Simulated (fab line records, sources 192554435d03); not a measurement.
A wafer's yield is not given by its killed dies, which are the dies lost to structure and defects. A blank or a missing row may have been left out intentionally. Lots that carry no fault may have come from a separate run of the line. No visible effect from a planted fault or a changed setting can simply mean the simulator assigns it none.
Struck lot and sound lot, side by side / flow n5Finfet / 38 steps out of a route of 1938
Sound: these wafers, L265.1, L265.4, L265.6. The struck wafers were L286.3, L286.6. The cause is given at the end.
Each step with rows lists, per side, the tool, then ch with its chambers, then its first start. Under that, the readings that differ: sound wafers / struck wafers / difference of the means / sigmas: that difference in standard deviations of wafers without a fault.
alike: a reading whose means differ by less than 2 such deviations, as well as words and numbers matching on both sides. not compared: withheld readings; readings where some wafer has no value; bounds like >300 that might hide an equal value; numbers whose values overlap and for which the record gives no deviation.
The two part at a step that has a row with sigmas, a row that says differs or no value, or rows on one side only. Numbers that don't overlap but have no deviation are shown without sigmas and don't part them. A reading that every wafer of one side lacks parts them only if that side has two wafers or more.

first, 9 steps without rows for these wafers: N5_BEOL_M7_DESCUM_33 (chemistry O2, time 7 s); N5_BEOL_M7_ETCH_72 (etches underlayer in N2/H2, target depth 6.5 nm, time 5.2 s); N5_BEOL_M7_ETCH_65 (etches SiARC in CF4, target depth 15.6 nm, time 26 s); N5_BEOL_M7_ETCH_66 (etches SOC in N2/H2, target depth 80 nm, overetch 16 nm, time 120 s); N5_BEOL_M7_STRIP_69 (strips in N2/H2); N5_BEOL_M7_STRIP_73 (strips in N2/H2); N5_BEOL_M7_VIA_ETCH_34 (etches SiCOH lowk in C4F6/O2, target depth 125.5 nm, time 50.5 s); N5_BEOL_M7_STRIP_76 (strips in C4F6/O2); N5_BEOL_M7_STRIP_36 (strips in N2/H2).
N5_BEOL_M7_TRENCH_ETCH_37: etches SiCOH lowk in C4F6/O2, target depth 93.478 nm, time 31.2 s.
  sound on rieDiel-01 ch 0,1,2, day 9 12:54; struck on rieDiel-01 ch 0,2, day 15 12:17
reading=oesProductAu (a.u.); sound=0.67 0.87 0.69; struck=1.03 1.15; difference=+0.35; sigmas=+4
reading=model.etch.depthNm (nm); sound=92.73 90.96 90.88; struck=133.7 137; difference=+43.8; sigmas=
reading=model.BEOL_M7.featureDepthNm (nm); sound=92.8 91 90.8; struck=133.6 137; difference=+43.8; sigmas=
reading=model.TiN_of_BEOL_M7_HM_DEP_02.thkNm (nm); sound=17.8 17.8 17.8; struck=15.8 15.6; difference=-2.1; sigmas=
  alike: C4F6_flow_sccm, O2_flow_sccm, chamberPressureMTorr, drypumpMotorCurrentA, rfVppV, showerheadPlenumPTorr, throttleValvePct
  not compared: rfHoursCounterH
then, 2 steps without rows for these wafers: N5_BEOL_M7_ETCH_41 (etches SiCN in CH3F/O2, target depth 31.9 nm, time 57.8 s); N5_BEOL_M7_STRIP_80 (strips in N2/H2, time 10 s).
N5_BEOL_M7_OCD_MEAS_38:
  sound on ocd-02, day 9 13:04; struck on ocd-01, day 15 12:26
reading=trenchDepthNm (nm); sound=92.7 91.0 91.4; struck=133.6 136.7; difference=+43.4; sigmas=+26
then, 13 steps without rows for these wafers: N5_BEOL_M7_HM_STRIP_39 (strips TiN in peroxide tin strip, target depth 25 nm, time 158 s); N5_BEOL_M7_SRD_40 (time 30 s); N5_BEOL_M7_PRECLEAN_42 (cleans in residue remover, time 60 s); N5_BEOL_M7_SRD_43 (time 30 s); N5_BEOL_M7_CURE_75 (cures SiCOH lowk, time 120 s); N5_BEOL_M7_DEGAS_44 (time 60 s); N5_BEOL_M7_PRE_CLEAN_45 (time 30 s); N5_BEOL_M7_ALD_77 (deposits TaN, target thk 2 nm, pulse time 2 s, purge time 3 s); N5_BEOL_M7_SURFACE_TREAT_79; N5_BEOL_M7_CVD_78 (deposits Co from CCTBA/H2, target thk 2 nm, time 142.3 s); N5_BEOL_M7_SPUTTER_48 (material Cu, target thk 10 nm, time 1.667 s); N5_BEOL_M7_ECD_50 (material Cu, target thk 300 nm); N5_BEOL_M7_ANNEAL_51 (time 90 s).
N5_BEOL_M7_CMP_52: polishes, stops on SiCOH lowk, t overpolish 6.9 s, target thk 80 nm.
  sound on cmp-01 ch 1,3, day 9 15:16; struck on cmp-01 ch 1, day 15 16:04
reading=model.Cu_of_BEOL_M7_ECD_50.thkNm (nm); sound=77.2 73.8 75.6; struck=120 124; difference=+46; sigmas=
  alike: motorCurrentA
N5_BEOL_M7_THK_MEAS_53: measures by xrf.
  sound on filmMetro-02, day 9 15:34; struck on filmMetro-02, day 15 16:22
reading=M7_THK (nm); sound=75.0 71.5 73.7; struck=118.1 122.5; difference=+46.9; sigmas=+22
then, 2 steps without rows for these wafers: N5_BEOL_M7_PRE_CLEAN_55 (time 15 s); N5_BEOL_M7_DEP_56 (deposits SiCN from 3MS/NH3, target thk 10 nm, time 17.5 s).
N5_BEOL_M7_RS_MEAS_57: a four-point-probe measurement.
  sound on filmMetro-02, day 9 15:42; struck on filmMetro-02, day 15 16:29
reading=M7_RS (ohm/sq); sound=0.298 0.315 0.306; struck=0.179 0.173; difference=-0.130; sigmas=-14
then, 5 steps without rows for these wafers: N5_BEOL_M8_ILD_DEP_00 (deposits SiCOH lowk from DEMS/porogen, target thk 179.75 nm, time 33.4 s); N5_BEOL_M8_CURE_74 (cures SiCOH lowk, time 240 s); N5_BEOL_M8_PECVD_70 (deposits SiO2 from TEOS/O2, target thk 20 nm, time 22.7 s); N5_BEOL_M8_HM_DEP_02 (deposits TiN, target thk 20 nm); N5_BEOL_M8_COAT_59 (time 60 s, resist thk 100 nm).
-- here the record skips 3 days between the struck wafers' starts before and after, leaving off in module BEOL_M8 and picking up in module BEOL_M15 (first step shown: number 1830 of the route) --
N5_BEOL_M15_RC_MEAS_101:
  sound on prober-01 ch 0, day 12 01:02; struck on prober-02 ch 0, day 18 11:02
reading=COMB_M13 (S/m); sound=6.4e-12 5.8e-12 6.3e-12; struck=3.1e-12 3.4e-12; difference=-2.9e-12; sigmas=-3
reading=SERP_M7 (ohm/um); sound=14.3 16.3 15.1; struck=8.5 8.2; difference=-6.9; sigmas=-11
reading=SERP_M7_max_site (ohm/um); sound=15.0 16.8 15.8; struck=8.7 8.5; difference=-7.3; sigmas=-10
  alike: COMB_M10, COMB_M11, COMB_M12, COMB_M14, COMB_M15, COMB_M5, COMB_M6, COMB_M6_max_site, COMB_M8, COMB_M9, SERP_M10, SERP_M11, SERP_M12, SERP_M13, SERP_M14, SERP_M5, SERP_M6, SERP_M8, SERP_M9
N5_PASSIVATION_PROBE_49:
  the record holds rows for the sound wafers here (prober-01, day 12 15:53) but none for the struck ones

WHERE THEY PART
Earliest at N5_BEOL_M7_TRENCH_ETCH_37; latest, in this record, at N5_PASSIVATION_PROBE_49.

WHY: whatever the simulator had introduced
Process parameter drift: rieDiel-01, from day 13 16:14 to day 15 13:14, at N5_BEOL_M7_TRENCH_ETCH_37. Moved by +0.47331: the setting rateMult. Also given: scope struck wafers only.
